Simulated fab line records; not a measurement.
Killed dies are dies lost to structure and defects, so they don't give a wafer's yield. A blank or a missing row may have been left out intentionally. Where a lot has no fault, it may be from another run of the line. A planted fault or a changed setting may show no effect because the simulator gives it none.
Chamber matching + flow nand-harc + rie-diel-12 running NHARC_A_SLIT_ETCH_29: 4 sister chambers
The step etches the open film in CF4/O2, target depth 100 nm, overetch 10 nm, time 55 s. 18 wafers are shown with their chamber, then 9 later ones without.

== EACH WAFER AND ITS CHAMBER ==
| wafer  | chamber | drypump-motor-current-A (A) | showerhead-plenum-p-Torr (Torr) | oes-product-au (a.u.) |
|--------|---------|-----------------------------|---------------------------------|-----------------------|
| L076.4 | 2       | 5.5                         | 1.41                            | 1.003                 |
| L076.5 | 2       | 5.4                         | 1.41                            | 0.997                 |
| L076.6 | 1       | 4.9                         | 1.32                            | 1.016                 |
| L075.1 | 0       | 4.9                         | 1.39                            | 1.019                 |
| L075.3 | 3       | 5.7                         | 1.37                            | 0.986                 |
| L075.6 | 3       | 5.7                         | 1.37                            | 0.981                 |
| L080.1 | 1       | 4.9                         | 1.32                            | 1.003                 |
| L080.3 | 2       | 5.4                         | 1.41                            | 0.987                 |
| L080.5 | 1       | 4.9                         | 1.32                            | 1.009                 |
| L083.1 | 2       | 5.4                         | 1.41                            | 0.998                 |
| L083.2 | 0       | 4.9                         | 1.39                            | 1.000                 |
| L083.6 | 0       | 4.9                         | 1.38                            | 1.009                 |
| L087.1 | 0       | 4.9                         | 1.39                            | 1.002                 |
| L087.4 | 1       | 4.9                         | 1.32                            | 1.007                 |
| L087.6 | 0       | 4.9                         | 1.39                            | 1.014                 |
| L090.1 | 0       | 4.9                         | 1.38                            | 1.020                 |
| L090.3 | 3       | 5.7                         | 1.37                            | 0.984                 |
| L090.6 | 3       | 5.7                         | 1.37                            | 0.988                 |

SIGNATURES (means of the wafers above)
| reading                  | chamber 0 | chamber 1 | chamber 2 | chamber 3 | scatter within a chamber |
|--------------------------|-----------|-----------|-----------|-----------|--------------------------|
| drypump-motor-current-A  | 4.900     | 4.900     | 5.425     | 5.700     | 0.0231                   |
| showerhead-plenum-p-Torr | 1.3867    | 1.3200    | 1.4100    | 1.3700    | 0.00309                  |
| oes-product-au           | 1.01067   | 1.00875   | 0.99625   | 0.98475   | 0.0066                   |
Rule: a wafer lies at a distance from a chamber equal to the root of the sum of squares, over the readings, of (its reading less the chamber's mean, divided by the reading's scatter). The wafer belongs to the nearest chamber; if the next one is less than 2 further off, it can't be placed. The scatter is the square root of a quotient: the sum, over the shown wafers, of each reading's squared deviation from its chamber's mean, divided by wafers minus chambers.

== WAFERS WITH NO CHAMBER GIVEN ==
| wafer  | drypump-motor-current-A (A) | showerhead-plenum-p-Torr (Torr) | oes-product-au (a.u.) |
|--------|-----------------------------|---------------------------------|-----------------------|
| L093.2 | 5.4                         | 1.41                            | 0.973                 |
| L093.3 | 5.7                         | 1.37                            | 0.993                 |
| L093.4 | 4.9                         | 1.32                            | 1.005                 |
| L095.1 | 4.9                         | 1.38                            | 1.018                 |
| L095.3 | 5.7                         | 1.37                            | 0.998                 |
| L095.6 | 5.7                         | 1.37                            | 0.991                 |
| L097.3 | 4.9                         | 1.32                            | 1.000                 |
| L097.4 | 4.9                         | 1.38                            | 1.006                 |
| L097.6 | 5.5                         | 1.41                            | 0.978                 |

== WHICH CHAMBER EACH ONE RAN IN ==
| wafer  | from the rows above | in truth |
|--------|---------------------|----------|
| L093.2 | 2                   | 2        |
| L093.3 | 3                   | 3        |
| L093.4 | 1                   | 1        |
| L095.1 | 0                   | 0        |
| L095.3 | 3                   | 3        |
| L095.6 | 3                   | 3        |
| L097.3 | 1                   | 1        |
| L097.4 | 0                   | 0        |
| L097.6 | 2                   | 2        |
Correct placement for 9 of the 9. From these rows, 0 cannot be placed. Wrongly placed: 0.
